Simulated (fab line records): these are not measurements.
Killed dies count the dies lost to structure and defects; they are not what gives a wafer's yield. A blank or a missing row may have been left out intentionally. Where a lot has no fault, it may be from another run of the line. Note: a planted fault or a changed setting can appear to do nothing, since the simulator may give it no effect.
Matching of chambers ; flow nandHarc ; cmp-01 running NHARC_A_STAIRCASE_CMP_472: 4 sister chambers
The step polishes SiO2. 4 wafers are shown with their chamber, then 11 later ones without.

## EACH WAFER AND ITS CHAMBER
wafer;chamber;motorCurrentA (A)
L085.6;3;13.8
L086.1;0;13.5
L086.6;1;15.3
L088.2;2;13.3

## WAFERS WHOSE CHAMBER IS MISSING
wafer;motorCurrentA (A)
L088.3;13.7
L088.6;13.1
L093.1;13.0
L093.2;14.8
L093.5;13.1
L094.2;13.0
L094.5;13.8
L094.6;14.1
L097.3;15.7
L097.4;13.9
L097.5;14.3

## WHICH CHAMBER EACH ONE RAN IN
wafer;from the rows above;in truth
L088.3;can't be placed: 3 or 0 or 2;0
L088.6;can't be placed: 2 or 0 or 3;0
L093.1;can't be placed: 2 or 0 or 3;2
L093.2;can't be placed: 1 or 3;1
L093.5;can't be placed: 2 or 0 or 3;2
L094.2;can't be placed: 2 or 0 or 3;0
L094.5;can't be placed: 3 or 0 or 2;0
L094.6;can't be placed: 3 or 0 or 2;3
L097.3;1;1
L097.4;can't be placed: 3 or 0 or 2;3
L097.5;can't be placed: 3 or 0 or 1 or 2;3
Correctly placed: 1 of 11. Not placeable from these rows: 10 (in 10, the candidates include the true chamber). Wrongly placed: 0.
How it was worked out, from the rows above alone: a wafer's distance from a chamber is the root of the sum, over the readings, of the square of ((its reading less the chamber's mean) divided by the reading's scatter). The wafer belongs to the nearest chamber; if the next one is less than 2 further off, it can't be placed. For every chamber, the mean is computed from those of its wafers that are shown. The scatter: with one shown wafer a chamber, the root of the mean of the squares of how far each hidden wafer lies from its nearest shown one.
